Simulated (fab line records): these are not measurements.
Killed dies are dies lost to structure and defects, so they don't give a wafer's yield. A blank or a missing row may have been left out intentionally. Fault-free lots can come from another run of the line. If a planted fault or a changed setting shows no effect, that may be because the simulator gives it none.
Matching of chambers    flow n5-finfet    4 sister chambers for N5_STI_FIN_REVEAL_ALD_14 on ald-sin-03
The step deposits Si3N4, target thk 3 nm. 4 wafers are shown with their chamber, then 11 later ones without.

WAFERS PAIRED WITH THEIR CHAMBERS
wafer   chamber  heater-power-w (W)
L087.1  0        971
L087.4  3        721
L088.5  2        953
L091.2  1        782

WAFERS WHOSE CHAMBER IS MISSING
wafer   heater-power-w (W)
L091.3  683
L091.4  981
L092.2  961
L092.4  775
L092.6  991
L093.1  715
L093.5  953
L093.6  727
L094.2  776
L094.3  1002
L094.5  714

CHAMBER TAKEN BY EACH
wafer   from the rows above      in truth
L091.3  3                        3
L091.4  can't be placed: 0 or 2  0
L092.2  can't be placed: 2 or 0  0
L092.4  1                        1
L092.6  can't be placed: 0 or 2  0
L093.1  3                        3
L093.5  can't be placed: 2 or 0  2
L093.6  3                        3
L094.2  1                        1
L094.3  can't be placed: 0 or 2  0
L094.5  3                        3
Correctly placed: 6 of 11. Unplaceable from these rows: 5, with the true chamber sitting among the candidates in 5. Placed wrongly: 0.
How it was worked out, from the rows above alone: a wafer's distance from a chamber is the root of the sum, over the readings, of the square of ((its reading less the chamber's mean) divided by the reading's scatter). If the next closest chamber is less than 2 further off than the closest, the wafer can't be placed; otherwise it belongs to the closest. For every chamber, the mean is computed from those of its wafers that are shown. The scatter: root of mean squared gap, hidden wafer to nearest shown wafer, with one shown wafer a chamber.
